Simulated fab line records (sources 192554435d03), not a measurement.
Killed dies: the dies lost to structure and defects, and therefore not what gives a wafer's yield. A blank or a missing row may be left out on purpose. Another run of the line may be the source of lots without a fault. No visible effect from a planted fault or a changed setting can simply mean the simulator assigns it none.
fab line records	flow n5-finfet
record lots=24	wafers=72	last-day=19
route steps=1938 shown BEOL_M0_SAQP@689 BEOL_M0_CUTY@710 BEOL_M0@722 BEOL_M1@752
lots untouched by any fault: they come from a run of this same line in which no faults occurred
start-h: hours from the record's opening day to when the first of the lot's shown wafers began	wait-h: hours from the lot's prior step to this one	" unchanged from the row above	L1.1+2: a single row standing in for several wafers	- value missing, or start not given	* or withheld: withheld	< > ~ a bound
route shown NAME@n: names a module that has steps shown in the file, with the first one's number in the route	usual: mean and standard deviation over wafers with no fault	same: alike in all rows	chamber/n: place in a boat	sites: per-site readings	_std_site: their standard deviation	_edge_site: the outer-site mean with the inner-site mean subtracted	radius-mm: how far each site lies from the wafer's centre	mask NAME#n: copy n	behind: the tool/chamber that last shaped the wafer	hold: what put the lot on hold/how long, in hours/how the hold closed	device: the n, p or np transistor that did not switch	end of line: the same wafers' tests at the end of the route	a step without rows: its recipe alone	killed: dies lost to structure and defects at the first sort, not the wafer's yield	map: dies across one wafer; x = killed, . = not, _ = none there
set.NAME: the setting the step ran with; set.NAME@STEP: the setting that earlier step ran with	model.NAME: the simulator's own value behind a step, which no gauge read
steps of the route over a sample of lots; a table a step, a row a wafer
services: a tool's chamber out of use, with start hour (start-h, from the record's first day; less than 0 if before it), hours out, and reason
## steps
# step N5_BEOL_M0_SAQP_CD_MEAS_40
# recipe target-cd-nm=30	landing-energy-ev=500	detector=se-inlens
# usual cd-nm=29.98/0.25
# same landing-energy-ev=500
lot.wafer	tool	chamber	start-h	wait-h	cd-nm
L074.1	cd-sem-02	0	113.70	-	30.19
L074.2	"	0	"	"	29.50
L074.3	"	0	"	"	30.52
L075.1	cd-sem-02	0	121.23	-	30.05
L075.2	"	0	"	"	30.01
L075.5	"	0	"	"	29.76
L076.1	cd-sem-03	0	125.67	-	30.46
L076.2	"	0	"	"	30.20
L076.5	"	0	"	"	30.41
L077.1	cd-sem-03	0	128.35	-	29.65
L077.2	"	0	"	"	29.47
L077.5	"	0	"	"	29.78
L078.1	cd-sem-01	0	136.42	-	30.14
L078.3	"	0	"	"	30.01
L078.6	"	0	"	"	29.65
L079.2	cd-sem-03	0	142.00	-	29.92
L079.3	"	0	"	"	30.14
L079.6	"	0	"	"	30.01
L080.1	cd-sem-03	0	149.05	-	30.18
L080.2	"	0	"	"	30.18
L080.6	"	0	"	"	29.99
L081.2	cd-sem-02	0	155.80	-	30.11
L081.5	"	0	"	"	29.94
L081.6	"	0	"	"	29.94
L082.1	cd-sem-02	0	160.42	-	29.72
L082.2	"	0	"	"	29.77
L082.5	"	0	"	"	29.69
L083.1	cd-sem-02	0	166.35	-	30.48
L083.4	"	0	"	"	30.02
L083.6	"	0	"	"	29.97
L084.4	cd-sem-02	0	170.23	-	30.29
L084.5	"	0	"	"	30.04
L084.6	"	0	"	"	29.79
L085.2	cd-sem-02	0	174.07	-	30.03
L085.4	"	0	"	"	29.95
L085.5	"	0	"	"	29.74
L086.1	cd-sem-03	0	195.40	-	29.68
L086.2	"	0	"	"	30.17
L086.6	"	0	"	"	29.64
L087.4	cd-sem-01	0	196.08	-	30.20
L087.5	"	0	"	"	30.45
L087.6	"	0	"	"	29.49
L089.1	cd-sem-02	0	201.82	-	29.81
L089.5	"	0	"	"	30.23
L089.6	"	0	"	"	29.96
L088.1	cd-sem-03	0	206.43	-	29.88
L088.3	"	0	"	"	30.07
L088.5	"	0	"	"	29.96
L090.1	cd-sem-03	0	209.07	-	29.94
L090.2	"	0	"	"	29.99
L090.5	"	0	"	"	29.96
L091.2	cd-sem-02	0	214.28	-	30.04
L091.3	"	0	"	"	29.95
L091.4	"	0	"	"	30.07
L092.1	cd-sem-02	0	221.95	-	29.72
L092.2	"	0	"	"	29.91
L092.6	"	0	"	"	29.94
L093.3	cd-sem-01	0	231.73	-	30.63
L093.5	"	0	"	"	29.79
L093.6	"	0	"	"	29.91
L094.1	cd-sem-02	0	235.73	-	30.07
L094.4	"	0	"	"	30.16
L094.5	"	0	"	"	29.47
L095.2	cd-sem-01	0	245.40	-	29.92
L095.3	"	0	"	"	29.52
L095.6	"	0	"	"	29.79
L096.2	cd-sem-01	0	247.53	-	29.96
L096.5	"	0	"	"	30.21
L096.6	"	0	"	"	29.90
L097.1	cd-sem-01	0	250.59	-	29.98
L097.3	"	0	"	"	30.06
L097.6	"	0	"	"	29.97
# step N5_BEOL_M0_CUTY_INSPECT_59
# recipe mode=adi	inspect-instrument=macro
# usual raw-defect-count=2.2/1.5
lot.wafer	tool	chamber	start-h	wait-h	raw-defect-count
L074.1	defect-inspect-02	-	115.15	0.0	1
L074.2	"	-	"	"	0
L074.3	"	-	"	"	3
L075.1	defect-inspect-01	-	122.72	0.0	2
L075.2	"	-	"	"	0
L075.5	"	-	"	"	2
L076.1	defect-inspect-01	-	127.24	0.0	2
L076.2	"	-	"	"	1
L076.5	"	-	"	"	5
L077.1	defect-inspect-01	-	130.07	0.0	1
L077.2	"	-	"	"	1
L077.5	"	-	"	"	4
L078.1	defect-inspect-02	-	137.79	0.0	2
L078.3	"	-	"	"	0
L078.6	"	-	"	"	3
L079.2	defect-inspect-02	-	143.48	0.0	3
L079.3	"	-	"	"	2
L079.6	"	-	"	"	5
L080.1	defect-inspect-02	-	150.75	0.0	1
L080.2	"	-	"	"	4
L080.6	"	-	"	"	3
L081.2	defect-inspect-01	-	157.35	0.0	1
L081.5	"	-	"	"	1
L081.6	"	-	"	"	0
L082.1	defect-inspect-01	-	161.78	0.0	4
L082.2	"	-	"	"	0
L082.5	"	-	"	"	1
L083.1	defect-inspect-02	-	168.06	0.0	2
L083.4	"	-	"	"	1
L083.6	"	-	"	"	2
L084.4	defect-inspect-01	-	171.83	0.0	6
L084.5	"	-	"	"	2
L084.6	"	-	"	"	3
L085.2	defect-inspect-01	-	175.43	0.0	1
L085.4	"	-	"	"	2
L085.5	"	-	"	"	2
L086.1	defect-inspect-01	-	196.77	0.0	2
L086.2	"	-	"	"	1
L086.6	"	-	"	"	2
L087.4	defect-inspect-02	-	197.83	0.0	2
L087.5	"	-	"	"	7
L087.6	"	-	"	"	1
L089.1	defect-inspect-02	-	203.52	0.0	0
L089.5	"	-	"	"	1
L089.6	"	-	"	"	2
L088.1	defect-inspect-01	-	208.07	0.0	4
L088.3	"	-	"	"	4
L088.5	"	-	"	"	0
L090.1	defect-inspect-01	-	211.22	0.0	0
L090.2	"	-	"	"	1
L090.5	"	-	"	"	2
L091.2	defect-inspect-02	-	215.63	0.0	1
L091.3	"	-	"	"	1
L091.4	"	-	"	"	0
L092.1	defect-inspect-01	-	223.41	0.0	1
L092.2	"	-	"	"	2
L092.6	"	-	"	"	2
L093.3	defect-inspect-02	-	233.20	0.0	2
L093.5	"	-	"	"	2
L093.6	"	-	"	"	3
L094.1	defect-inspect-01	-	237.26	0.0	5
L094.4	"	-	"	"	2
L094.5	"	-	"	"	3
L095.2	defect-inspect-02	-	247.07	0.0	3
L095.3	"	-	"	"	1
L095.6	"	-	"	"	1
L096.2	defect-inspect-02	-	249.06	0.0	2
L096.5	"	-	"	"	3
L096.6	"	-	"	"	2
L097.1	defect-inspect-01	-	251.94	0.0	1
L097.3	"	-	"	"	4
L097.6	"	-	"	"	4
# step N5_BEOL_M0_STRIP_142
# recipe chemistry=N2/H2	time-s=10	power-w=450	temp-c=40	pressure-mtorr=20	rf-frequency-hz=6e+07	bias-power-w=7	n2-flow-sccm=200	h2-flow-sccm=200
# usual drypump-motor-current-A=5.8/0.41	h2-flow-sccm=200.1/0.62	n2-flow-sccm=199.9/0.58	oes-product-au=0.78/0.094	rf-vpp-V=59.3/0.87	showerhead-plenum-p-Torr=2.56/0.1	temp-c=40.01/0.11	throttle-valve-pct=23.61/0.21
lot.wafer	tool	chamber	start-h	wait-h	drypump-motor-current-A	h2-flow-sccm	n2-flow-sccm	oes-product-au	rf-hours-counter-h	rf-vpp-V	showerhead-plenum-p-Torr	temp-c	throttle-valve-pct
L074.1	rie-diel-01	3	116.88	0.0	5.7	200.2	200.8	0.70	243	58.3	2.40	40.10	24.31
L074.2	"	2	"	"	5.6	199.2	200.2	0.93	18	58.1	2.60	39.93	23.49
L074.3	"	1	"	"	6.1	199.4	199.0	0.95	14	59.1	2.60	39.91	23.39
L075.1	rie-diel-01	2	123.67	0.0	5.6	200.5	199.5	0.93	20	58.0	2.60	39.88	23.50
L075.2	"	1	"	"	6.1	200.7	199.7	0.93	16	57.6	2.60	39.94	23.39
L075.5	"	3	"	"	5.7	200.6	199.3	0.69	-	58.0	2.40	40.09	24.33
L076.1	rie-diel-03	1	128.93	0.0	6.1	200.6	200.9	0.68	259	59.7	2.51	39.90	23.58
L076.2	"	2	"	"	5.2	201.2	200.5	0.70	228	58.6	2.49	39.97	23.68
L076.5	"	0	"	"	6.2	199.8	199.5	0.70	-	59.7	2.63	39.99	23.78
L077.1	rie-diel-01	2	131.06	0.0	5.6	200.5	199.4	0.92	23	59.2	2.60	39.99	23.49
L077.2	"	1	"	"	6.1	199.3	200.6	0.92	19	60.1	2.60	40.01	23.39
L077.5	"	0	"	"	5.2	199.5	199.6	0.81	-	60.6	2.67	39.98	23.51
L078.1	rie-diel-01	2	138.61	0.0	5.6	199.8	199.2	0.91	25	59.5	2.60	40.11	23.51
L078.3	"	0	"	"	5.2	199.7	200.9	0.82	83	59.5	2.67	40.09	23.50
L078.6	"	0	"	"	5.2	199.9	199.4	0.82	-	60.0	2.67	40.14	23.49
L079.2	rie-diel-05	0	145.54	0.0	6.1	200.4	200.0	0.69	232	59.3	2.40	40.06	23.53
L079.3	"	1	"	"	5.5	200.4	199.9	0.68	223	58.9	2.49	39.91	23.63
L079.6	"	0	"	"	6.1	200.6	201.1	0.70	-	57.3	2.40	39.91	23.56
L080.1	rie-diel-01	0	154.55	0.0	5.1	199.8	199.2	0.80	92	59.2	2.67	39.90	23.51
L080.2	"	3	"	"	5.7	200.3	200.8	1.00	0	59.1	2.72	39.96	23.97
L080.6	"	0	"	"	5.2	199.9	200.0	0.81	-	58.4	2.67	39.98	23.51
L081.2	rie-diel-03	2	162.35	0.0	5.2	199.3	200.4	0.69	246	59.7	2.49	39.96	23.70
L081.5	"	0	"	"	6.2	199.3	200.8	0.69	-	58.6	2.62	39.94	23.79
L081.6	"	1	"	"	6.1	199.6	200.3	0.66	-	58.4	2.50	40.14	23.59
L082.1	rie-diel-05	0	163.37	0.0	6.1	200.0	199.9	0.69	233	57.8	2.40	39.84	23.53
L082.2	"	3	"	"	6.1	200.5	199.3	0.73	198	59.1	2.41	39.81	23.41
L082.5	"	3	"	"	6.1	200.7	199.6	0.73	-	59.2	2.41	39.94	23.41
L083.1	rie-diel-03	1	168.96	0.0	6.1	199.3	199.6	0.67	280	58.1	2.50	40.26	23.60
L083.4	"	1	"	"	6.1	200.6	199.8	0.67	-	59.3	2.50	39.99	23.60
L083.6	"	0	"	"	6.2	199.7	200.4	0.70	-	58.6	2.62	39.95	23.81
L084.4	rie-diel-05	0	172.54	0.0	6.1	200.7	198.9	0.69	234	58.0	2.40	39.81	23.55
L084.5	"	2	"	"	6.1	199.8	200.3	0.74	-	59.3	2.64	39.93	23.72
L084.6	"	3	"	"	6.1	200.3	200.9	0.73	-	60.0	2.40	39.97	23.40
L085.2	rie-diel-05	2	176.30	0.0	6.2	201.5	199.6	0.74	172	58.6	2.63	39.86	23.73
L085.4	"	2	"	"	6.2	200.4	199.6	0.73	-	59.1	2.63	40.07	23.75
L085.5	"	3	"	"	6.1	200.8	200.5	0.73	-	58.8	2.40	39.93	23.41
L086.1	rie-diel-03	3	197.55	0.0	5.1	201.3	200.4	0.71	191	57.2	2.41	39.84	23.69
L086.2	"	2	"	"	5.2	201.2	198.9	0.68	260	58.8	2.48	40.08	23.72
L086.6	"	2	"	"	5.2	200.7	198.6	0.68	-	58.8	2.48	39.96	23.71
L087.4	rie-diel-01	0	201.13	0.0	5.2	199.8	199.5	0.79	109	60.0	2.66	39.92	23.54
L087.5	"	1	"	"	6.1	200.1	198.7	0.88	-	59.5	2.58	40.13	23.45
L087.6	"	2	"	"	5.5	200.1	200.7	0.88	-	60.0	2.58	39.96	23.54
L089.1	rie-diel-05	3	204.69	0.0	6.1	198.9	200.5	0.73	210	58.0	2.40	40.01	23.42
L089.5	"	1	"	"	5.5	199.5	200.2	0.68	-	59.0	2.48	39.85	23.65
L089.6	"	2	"	"	6.1	199.8	199.4	0.73	-	60.4	2.63	39.91	23.76
L088.1	rie-diel-05	3	209.58	0.0	6.1	199.7	200.2	0.72	212	58.0	2.40	40.04	23.40
L088.3	"	1	"	"	5.5	200.0	199.6	0.67	239	59.5	2.48	40.04	23.64
L088.5	"	1	"	"	5.5	200.3	200.2	0.67	-	59.6	2.48	40.06	23.65
L090.1	rie-diel-01	3	212.95	0.0	5.7	199.8	201.1	0.90	22	60.3	2.71	39.92	24.01
L090.2	"	1	"	"	6.1	200.9	199.8	0.87	50	58.4	2.58	40.10	23.44
L090.5	"	1	"	"	6.1	200.4	199.7	0.87	-	59.1	2.58	40.00	23.45
L091.2	rie-diel-01	1	216.55	0.0	6.1	199.8	200.3	0.87	51	59.5	2.58	40.01	23.42
L091.3	"	2	"	"	5.6	199.9	201.4	0.87	56	59.6	2.58	39.91	23.55
L091.4	"	0	"	"	5.2	199.7	200.9	0.79	114	59.8	2.66	39.86	23.54
L092.1	rie-diel-01	2	226.25	0.0	5.5	200.6	200.0	0.86	60	59.9	2.58	39.98	23.55
L092.2	"	3	"	"	5.6	199.0	200.4	0.90	27	58.8	2.71	39.91	24.02
L092.6	"	0	"	"	5.2	200.5	199.7	0.79	-	58.9	2.65	40.01	23.53
L093.3	rie-diel-01	2	235.61	0.0	5.5	200.8	199.7	0.86	63	60.1	2.58	40.07	23.56
L093.5	"	2	"	"	5.5	200.1	200.7	0.85	-	60.8	2.58	39.94	23.55
L093.6	"	1	"	"	6.1	200.2	199.6	0.86	-	60.3	2.58	40.42	23.44
L094.1	rie-diel-01	2	238.28	0.0	5.5	200.5	200.0	0.86	64	60.0	2.58	40.09	23.56
L094.4	"	1	"	"	6.1	200.3	200.3	0.85	59	58.9	2.58	39.83	23.46
L094.5	"	0	"	"	5.2	200.8	199.7	0.77	-	59.1	2.65	39.99	23.55
L095.2	rie-diel-05	2	250.35	0.0	6.1	199.4	200.5	0.72	203	59.8	2.62	40.14	23.79
L095.3	"	0	"	"	6.1	199.5	199.8	0.94	7	59.7	2.70	40.12	23.26
L095.6	"	0	"	"	6.1	200.0	199.6	0.94	-	61.2	2.71	39.94	23.27
L096.2	rie-diel-03	1	252.63	0.0	6.1	200.3	200.0	0.93	18	59.6	2.49	40.19	23.11
L096.5	"	3	"	"	5.2	200.6	199.9	0.70	-	58.7	2.40	39.93	23.72
L096.6	"	0	"	"	6.2	199.9	201.2	0.67	-	58.8	2.61	39.97	23.85
L097.1	rie-diel-05	3	253.02	0.0	6.1	200.1	199.5	0.71	233	59.2	2.39	40.07	23.45
L097.3	"	2	"	"	6.1	199.8	198.6	0.71	204	59.2	2.62	39.84	23.79
L097.6	"	2	"	"	6.1	201.0	199.3	0.72	-	59.2	2.62	39.98	23.81
# step N5_BEOL_M0_ALD_136
# recipe material=TaN	target-thk-a=*	temp-c=275	ald-precursor-family=PDMAT	ald-co-reactant=NH3	pressure-torr=3	carrier-flow-sccm=1500	pulse-time-s=2	purge-time-s=3	co-reactant-purge-time-s=2	co-reactant-pulse-time-s=3	ald-cycles=30	precursor-vessel-temp-c=75	precursor-vessel-pressure-torr=26.25	precursor-vessel-carrier-sccm=1000
# usual heater-power-w=421/42	precursor-vessel-temp-c=75.02/0.12
lot.wafer	tool	chamber	start-h	wait-h	heater-power-w	precursor-vessel-temp-c
L074.1	ald-metal-04	2	117.64	0.1	443	75.17
L074.2	"	1	"	"	452	75.06
L074.3	"	0	"	"	409	74.98
L075.1	ald-metal-01	3	124.15	0.0	407	74.71
L075.2	"	1	"	"	482	75.00
L075.5	"	3	"	"	398	74.94
L076.1	ald-metal-02	0	129.46	0.0	346	75.05
L076.2	"	2	"	"	353	75.07
L076.5	"	3	"	"	385	75.18
L077.1	ald-metal-02	3	131.75	0.1	387	75.19
L077.2	"	0	"	"	356	74.99
L077.5	"	2	"	"	348	75.02
L078.1	ald-metal-01	0	139.08	0.0	443	75.07
L078.3	"	1	"	"	506	75.12
L078.6	"	2	"	"	424	75.20
L079.2	ald-metal-01	0	146.89	0.0	440	74.97
L079.3	"	2	"	"	424	75.10
L079.6	"	3	"	"	409	74.85
L080.1	ald-metal-01	2	156.46	0.0	432	74.83
L080.2	"	3	"	"	407	75.03
L080.6	"	3	"	"	408	74.99
L081.2	ald-metal-01	1	163.63	0.0	490	75.09
L081.5	"	3	"	"	413	74.92
L081.6	"	2	"	"	424	74.71
L082.1	ald-metal-02	0	163.93	0.0	351	74.84
L082.2	"	2	"	"	353	74.99
L082.5	"	2	"	"	346	75.06
L083.1	ald-metal-01	1	169.42	0.0	491	74.99
L083.4	"	0	"	"	445	74.99
L083.6	"	0	"	"	432	75.14
L084.4	ald-metal-04	3	173.09	0.1	453	74.78
L084.5	"	1	"	"	461	74.87
L084.6	"	0	"	"	401	75.03
L085.2	ald-metal-02	1	177.01	0.1	359	74.90
L085.4	"	2	"	"	355	75.03
L085.5	"	1	"	"	364	74.94
L086.1	ald-metal-02	3	198.33	0.2	386	75.08
L086.2	"	2	"	"	346	75.20
L086.6	"	3	"	"	371	74.99
L087.4	ald-metal-04	0	202.01	0.0	406	74.97
L087.5	"	3	"	"	449	75.02
L087.6	"	0	"	"	403	75.01
L089.1	ald-metal-01	1	205.55	0.0	501	74.88
L089.5	"	3	"	"	407	75.00
L089.6	"	0	"	"	448	75.04
L088.1	ald-metal-01	0	210.52	0.3	443	74.71
L088.3	"	1	"	"	503	74.70
L088.5	"	3	"	"	420	75.07
L090.1	ald-metal-01	3	213.76	0.0	412	74.87
L090.2	"	2	"	"	425	75.13
L090.5	"	1	"	"	492	74.85
L091.2	ald-metal-01	1	220.86	0.1	503	74.99
L091.3	"	3	"	"	408	74.96
L091.4	"	2	"	"	441	74.92
L092.1	ald-metal-01	0	227.72	0.1	449	74.95
L092.2	"	2	"	"	440	75.09
L092.6	"	1	"	"	500	74.97
L093.3	ald-metal-01	2	237.11	0.0	425	75.14
L093.5	"	3	"	"	420	75.09
L093.6	"	0	"	"	446	75.04
L094.1	ald-metal-01	3	239.64	0.0	398	74.94
L094.4	"	1	"	"	497	75.36
L094.5	"	3	"	"	422	74.82
L095.2	ald-metal-02	3	251.01	0.0	374	75.02
L095.3	"	2	"	"	345	75.20
L095.6	"	3	"	"	375	75.00
L096.2	ald-metal-04	2	253.21	0.0	441	75.10
L096.5	"	0	"	"	409	75.07
L096.6	"	3	"	"	459	75.05
L097.1	ald-metal-01	0	254.86	0.0	440	74.87
L097.3	"	1	"	"	486	75.07
L097.6	"	3	"	"	408	75.12
# step N5_BEOL_M0_INSPECT_127
# recipe inspect-instrument=darkfield	mode=post-dep
# usual raw-defect-count=76/25
lot.wafer	tool	chamber	start-h	wait-h	raw-defect-count
L074.1	defect-inspect-02	-	121.32	0.0	95
L074.2	"	-	"	"	121
L074.3	"	-	"	"	89
L075.1	defect-inspect-01	-	128.51	0.0	83
L075.2	"	-	"	"	59
L075.5	"	-	"	"	68
L076.1	defect-inspect-01	-	133.49	0.0	44
L076.2	"	-	"	"	42
L076.5	"	-	"	"	70
L077.1	defect-inspect-01	-	135.87	0.0	69
L077.2	"	-	"	"	94
L077.5	"	-	"	"	98
L078.1	defect-inspect-02	-	143.90	0.0	58
L078.3	"	-	"	"	123
L078.6	"	-	"	"	66
L079.2	defect-inspect-01	-	149.36	0.0	29
L079.3	"	-	"	"	65
L079.6	"	-	"	"	48
L080.1	defect-inspect-02	-	163.34	0.0	68
L080.2	"	-	"	"	60
L080.6	"	-	"	"	53
L081.2	defect-inspect-01	-	170.83	0.0	90
L081.5	"	-	"	"	78
L081.6	"	-	"	"	51
L082.1	defect-inspect-01	-	172.28	0.0	55
L082.2	"	-	"	"	110
L082.5	"	-	"	"	77
L083.1	defect-inspect-01	-	174.57	0.0	49
L083.4	"	-	"	"	69
L083.6	"	-	"	"	56
L084.4	defect-inspect-01	-	179.93	0.0	45
L084.5	"	-	"	"	58
L084.6	"	-	"	"	94
L085.2	defect-inspect-02	-	183.29	0.0	83
L085.4	"	-	"	"	53
L085.5	"	-	"	"	47
L086.1	defect-inspect-02	-	201.90	0.0	67
L086.2	"	-	"	"	100
L086.6	"	-	"	"	73
L087.4	defect-inspect-01	-	205.71	0.0	93
L087.5	"	-	"	"	50
L087.6	"	-	"	"	72
L089.1	defect-inspect-01	-	207.52	0.0	114
L089.5	"	-	"	"	120
L089.6	"	-	"	"	90
L088.1	defect-inspect-01	-	214.05	0.0	98
L088.3	"	-	"	"	55
L088.5	"	-	"	"	143
L090.1	defect-inspect-02	-	216.44	0.0	60
L090.2	"	-	"	"	74
L090.5	"	-	"	"	49
L091.2	defect-inspect-02	-	223.02	0.0	93
L091.3	"	-	"	"	111
L091.4	"	-	"	"	112
L092.1	defect-inspect-02	-	229.87	0.0	77
L092.2	"	-	"	"	108
L092.6	"	-	"	"	107
L093.3	defect-inspect-02	-	239.40	0.0	97
L093.5	"	-	"	"	78
L093.6	"	-	"	"	113
L094.1	defect-inspect-02	-	241.54	0.0	91
L094.4	"	-	"	"	61
L094.5	"	-	"	"	96
L095.2	defect-inspect-01	-	253.01	0.0	80
L095.3	"	-	"	"	75
L095.6	"	-	"	"	74
L096.2	defect-inspect-01	-	255.58	0.0	70
L096.5	"	-	"	"	67
L096.6	"	-	"	"	66
L097.1	defect-inspect-01	-	257.15	0.0	84
L097.3	"	-	"	"	59
L097.6	"	-	"	"	87
# step N5_BEOL_M1_THK_MEAS_01
# recipe reads=SiOC_of_BEOL_M1_ILD_DEP_00
# usual M1_ILD_THK=79.4/1.1
lot.wafer	tool	chamber	start-h	wait-h	M1_ILD_THK[nm]
L074.1	film-metro-01	-	121.43	0.0	78.2
L074.2	"	-	"	"	77.9
L074.3	"	-	"	"	79.8
L075.1	film-metro-01	-	128.62	0.0	79.6
L075.2	"	-	"	"	79.9
L075.5	"	-	"	"	81.3
L076.1	film-metro-02	-	133.59	0.0	78.6
L076.2	"	-	"	"	80.2
L076.5	"	-	"	"	80.3
L077.1	film-metro-01	-	135.97	0.0	78.5
L077.2	"	-	"	"	79.6
L077.5	"	-	"	"	80.9
L078.1	film-metro-01	-	144.00	0.0	79.9
L078.3	"	-	"	"	78.1
L078.6	"	-	"	"	80.3
L079.2	film-metro-01	-	149.46	0.1	79.8
L079.3	"	-	"	"	78.6
L079.6	"	-	"	"	81.2
L080.1	film-metro-02	-	163.44	0.0	78.6
L080.2	"	-	"	"	79.6
L080.6	"	-	"	"	79.9
L081.2	film-metro-02	-	170.93	0.1	78.2
L081.5	"	-	"	"	77.5
L081.6	"	-	"	"	79.6
L082.1	film-metro-01	-	172.38	0.0	80.1
L082.2	"	-	"	"	78.4
L082.5	"	-	"	"	81.5
L083.1	film-metro-01	-	174.68	0.0	79.7
L083.4	"	-	"	"	81.0
L083.6	"	-	"	"	80.9
L084.4	film-metro-01	-	180.04	0.0	80.3
L084.5	"	-	"	"	79.7
L084.6	"	-	"	"	79.6
L085.2	film-metro-01	-	183.40	0.1	77.7
L085.4	"	-	"	"	79.0
L085.5	"	-	"	"	80.4
L086.1	film-metro-02	-	202.00	0.0	79.1
L086.2	"	-	"	"	80.3
L086.6	"	-	"	"	80.0
L087.4	film-metro-02	-	205.82	0.0	81.1
L087.5	"	-	"	"	79.2
L087.6	"	-	"	"	79.9
L089.1	film-metro-01	-	207.62	0.0	78.6
L089.5	"	-	"	"	80.0
L089.6	"	-	"	"	79.6
L088.1	film-metro-01	-	214.15	0.0	78.5
L088.3	"	-	"	"	79.6
L088.5	"	-	"	"	81.4
L090.1	film-metro-01	-	216.54	0.0	78.3
L090.2	"	-	"	"	78.4
L090.5	"	-	"	"	78.6
L091.2	film-metro-02	-	223.14	0.1	78.7
L091.3	"	-	"	"	79.6
L091.4	"	-	"	"	79.0
L092.1	film-metro-01	-	229.98	0.0	80.1
L092.2	"	-	"	"	77.9
L092.6	"	-	"	"	81.5
L093.3	film-metro-02	-	239.51	0.1	78.3
L093.5	"	-	"	"	79.8
L093.6	"	-	"	"	79.6
L094.1	film-metro-01	-	241.64	0.0	76.9
L094.4	"	-	"	"	77.6
L094.5	"	-	"	"	78.3
L095.2	film-metro-02	-	253.11	0.1	80.3
L095.3	"	-	"	"	77.8
L095.6	"	-	"	"	80.9
L096.2	film-metro-02	-	255.68	0.1	78.1
L096.5	"	-	"	"	79.8
L096.6	"	-	"	"	81.0
L097.1	film-metro-02	-	257.25	0.0	78.1
L097.3	"	-	"	"	77.8
L097.6	"	-	"	"	78.5
## services
tool	chamber	start-h	hours	kind
ald-metal-04	3	97.93	23.7	repair
ald-metal-02	-	99.82	2.8	pm
rie-diel-01	3	137.47	-	clean
rie-diel-01	3	137.47	-	consumable-replace:focus-ring
rie-diel-01	3	137.47	-	consumable-replace:showerhead
rie-diel-01	3	137.47	16.5	scheduled-down
rie-diel-01	3	137.47	16.5	vent-cycle
rie-diel-05	0	175.21	1.2	repair
ald-metal-02	0	175.38	3.0	repair
rie-diel-03	1	192.64	-	clean
rie-diel-03	1	192.64	-	consumable-replace:focus-ring
rie-diel-03	1	192.64	15.9	scheduled-down
rie-diel-03	1	192.64	15.9	vent-cycle
rie-diel-03	2	208.58	-	clean
rie-diel-01	-	216.73	1.2	repair
rie-diel-05	0	218.65	-	clean
rie-diel-05	0	218.65	-	consumable-replace:focus-ring
rie-diel-05	0	218.65	-	consumable-replace:showerhead
rie-diel-05	1	237.91	6.5	repair
ald-metal-02	-	239.74	0.8	repair
rie-diel-05	1	244.59	-	clean
rie-diel-05	1	244.59	-	consumable-replace:focus-ring
rie-diel-05	1	244.59	22.0	scheduled-down
rie-diel-05	1	244.59	22.0	vent-cycle
## key
fault none
